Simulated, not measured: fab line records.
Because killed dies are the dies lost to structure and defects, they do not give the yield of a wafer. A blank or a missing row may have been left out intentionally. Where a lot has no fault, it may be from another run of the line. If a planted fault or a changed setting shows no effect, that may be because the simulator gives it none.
What tool caused it? / flow n5Finfet / Sampling: 12 lots, 36 wafers, 2 of 1938 route steps

== WHAT THE GAUGES SHOWED, per wafer ==
N5_BEOL_M9_THK_MEAS_01.
lot=L075; measured=day 10 08:26; on=filmMetro-02; M9_ILD_THK (nm)=268 266 270
lot=L077; measured=day 10 18:34; on=filmMetro-02; M9_ILD_THK (nm)=269 265 272
lot=L078; measured=day 11 08:01; on=filmMetro-02; M9_ILD_THK (nm)=266 271 270
lot=L081; measured=day 12 06:32; on=filmMetro-02; M9_ILD_THK (nm)=266 270 273
lot=L084; measured=day 12 12:05; on=filmMetro-02; M9_ILD_THK (nm)=265 268 274
lot=L085; measured=day 13 10:05; on=filmMetro-01; M9_ILD_THK (nm)=264 266 269
lot=L088; measured=day 13 11:05; on=filmMetro-02; M9_ILD_THK (nm)=267 265 265
lot=L089; measured=day 13 16:16; on=filmMetro-01; M9_ILD_THK (nm)=266 268 268
lot=L090; measured=day 14 08:19; on=filmMetro-02; M9_ILD_THK (nm)=266 273 269
lot=L093; measured=day 14 17:20; on=filmMetro-01; M9_ILD_THK (nm)=260 263 269
lot=L095; measured=day 15 11:14; on=filmMetro-01; M9_ILD_THK (nm)=264 270 271
lot=L096; measured=day 16 10:31; on=filmMetro-01; M9_ILD_THK (nm)=266 262 258

== WHAT TOOL EACH LOT RAN ON (gives the tool, then ch and the chambers of the sampled wafers, and finally the start) ==
lot=L075; N5_BEOL_M9_ILD_DEP_00=pecvd-01 ch 0,1, day 10 07:50
lot=L077; N5_BEOL_M9_ILD_DEP_00=pecvd-04 ch 1,2, day 10 17:59
lot=L078; N5_BEOL_M9_ILD_DEP_00=pecvd-04 ch 0,1, day 11 07:25
lot=L081; N5_BEOL_M9_ILD_DEP_00=pecvd-04 ch 0,1,2, day 12 05:57
lot=L084; N5_BEOL_M9_ILD_DEP_00=pecvd-04 ch 0,1,2, day 12 11:10
lot=L085; N5_BEOL_M9_ILD_DEP_00=pecvd-01 ch 0,2, day 13 09:30
lot=L088; N5_BEOL_M9_ILD_DEP_00=pecvd-01 ch 1,2, day 13 10:30
lot=L089; N5_BEOL_M9_ILD_DEP_00=pecvd-04 ch 0,1, day 13 15:41
lot=L090; N5_BEOL_M9_ILD_DEP_00=pecvd-04 ch 0,1,2, day 14 07:43
lot=L093; N5_BEOL_M9_ILD_DEP_00=pecvd-03 ch 1,2, day 14 16:44
lot=L095; N5_BEOL_M9_ILD_DEP_00=pecvd-04 ch 1,2, day 15 10:39
lot=L096; N5_BEOL_M9_ILD_DEP_00=pecvd-03 ch 0,1,2, day 16 09:55
- N5_BEOL_M9_ILD_DEP_00: deposits SiCOH lowk from DEMS/porogen, target thk 308.51 nm, time 58 s.

== THE ANSWER, worked out from the rows above alone ==
Rule: the usual values come from the lots themselves. Put in order of their means at a reading, lots are off if they are a third of the lots or fewer, leave a main group of 4 or more, and stand apart from it by a gap of 3 or more times the standard deviation of the main group's means; of several such gaps the widest counts. Not used: any main group whose means are identical at the precision the tables above print for the reading. A lot without any number at a reading at which 4 lots or more have one is off too. All remaining lots with rows at the step are treated as sound.
No lot is off at any reading shown: from this, nothing can be told.

== WHAT HAD BEEN PUT IN BY THE SIMULATOR ==
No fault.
